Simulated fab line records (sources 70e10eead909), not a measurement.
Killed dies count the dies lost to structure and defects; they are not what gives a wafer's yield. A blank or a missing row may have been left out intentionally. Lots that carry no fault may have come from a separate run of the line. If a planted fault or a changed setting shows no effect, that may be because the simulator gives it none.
A struck lot beside a sound one + flow nandHarc + 15 steps out of a route of 1302
Sound: the wafers L902.2, L902.5, L902.6. The struck wafers were L895.1, L895.4, L895.6. At the end, the cause is stated.
For every step that has rows: the tool of each side, followed by ch and its chambers, followed by its first start. Under that, the readings that differ: sound wafers + struck wafers + difference of the means + sigmas: that difference in standard deviations of wafers without a fault.
alike: readings whose means differ by less than 2 such deviations, and words and numbers that are the same on both sides. not compared: withheld readings, readings that some wafer has no value for, bounds like >300 that may hide the same value, and numbers for which the record gives no deviation and whose values overlap.
A row with sigmas, a row that says differs or no value, or rows on one side alone: a step with any of these is where the two part. Numbers that have no deviation but don't overlap get no sigmas and don't part them. A reading that every wafer of one side lacks parts them only if that side has two wafers or more.

first, 1 step without rows for these wafers: NHARC_P_M0_ETCH_34 (etches the open film in N2/H2, target depth 40 nm, overetch 12 nm, time 43.94 s).
NHARC_P_M0_ETCH_15: etches the open film in C4F8/Ar, target depth 150 nm, overetch 15 nm, time 82.5 s.
  sound on rieDiel-10 ch 0,3; struck on rieDiel-12 ch 1,3
  alike: biasW, oesProductAu, rfVppV
  not compared: rfHoursCounterH
NHARC_P_M0_CD_MEAS_16:
  struck on cdSem-01, day 10 17:29; sound on cdSem-03, day 13 17:36
  alike: cdNm
NHARC_P_M0_STRIP_18: strips in N2/H2.
  sound on rieDiel-10 ch 1,2, day 13 17:43; struck on rieDiel-12 ch 0,3, day 10 17:35
  alike: drypumpMotorCurrentA, oesProductAu, rfVppV, showerheadPlenumPTorr, throttleValvePct
  not compared: rfHoursCounterH
then, 2 steps without rows for these wafers: NHARC_P_M0_STRIP_19 (strips in post etch residue remover, time 600 s); NHARC_P_M0_DEGAS_28 (time 60 s).
NHARC_P_M0_PRE_CLEAN_29: time 30 s.
  sound on pvdSputter-03; struck on pvdSputter-03
  alike: heaterPowerW
then, 3 steps without rows for these wafers: NHARC_P_M0_PVD_20 (deposits TaN, target thk 5 nm, time 8.06 s); NHARC_P_M0_PVD_21 (deposits Cu, target thk 30 nm, time 20.49 s); NHARC_P_M0_ECD_22 (material Cu, target thk 400 nm).
NHARC_P_M0_ANNEAL_30: time 90 s.
  sound on rtpAnneal-02 ch 0, day 13 19:01; struck on rtpAnneal-01 ch 0, day 10 18:50
  alike: wafer_temp_C_max
NHARC_P_M0_CMP_23: polishes, t overpolish 20 s, target thk 117.54 nm.
  sound on cmp-04 ch 0,2,3, day 13 19:24; struck on cmp-04 ch 0,3, day 10 19:11
  alike: edgeZonePressureFrac, motorCurrentA, timeToEndpointS
NHARC_P_M0_THK_MEAS_24: measures by xrf.
  struck on filmMetro-01, day 10 19:30; sound on filmMetro-02, day 13 19:38
| reading    | sound             | struck            | difference | sigmas |
|------------|-------------------|-------------------|------------|--------|
| thkNm (nm) | 117.3 118.3 116.0 | 124.7 122.3 121.7 | +5.7       | +3     |
after that, 1 step had no rows for these wafers: NHARC_P_M0_SRD_25.
-- the record jumps here: 18 days lie between the struck wafers' starts before and after (it left off in module P_M0 and takes up again in module END, whose first step shown is number 1302 of the route) --
NHARC_END_SORT_01:
  sound on prober-02 ch 0, day 32 21:45; struck on prober-01 ch 0, day 28 18:58
| reading           | sound  | struck | difference | sigmas |
|-------------------|--------|--------|------------|--------|
| killedAtPeriphery | 11 5 8 | 1 2 3  | -6         | -2     |
  alike: defectLimitedYield, killedAtArray, killedAtOther, killedDies, killedOpen, killedShort, sort_bin_2_pct, sort_bin_3_pct, sort_bin_4_pct, sortNPass, sortRimYieldPct, sortYieldPct

## WHERE THEY PART
Last at NHARC_END_SORT_01 as far as this record goes, first at NHARC_P_M0_THK_MEAS_24.

WHY: whatever the simulator had introduced
Metrology matching offset: filmMetro-01, from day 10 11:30 on, at NHARC_P_M0_THK_MEAS_24. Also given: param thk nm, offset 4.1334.
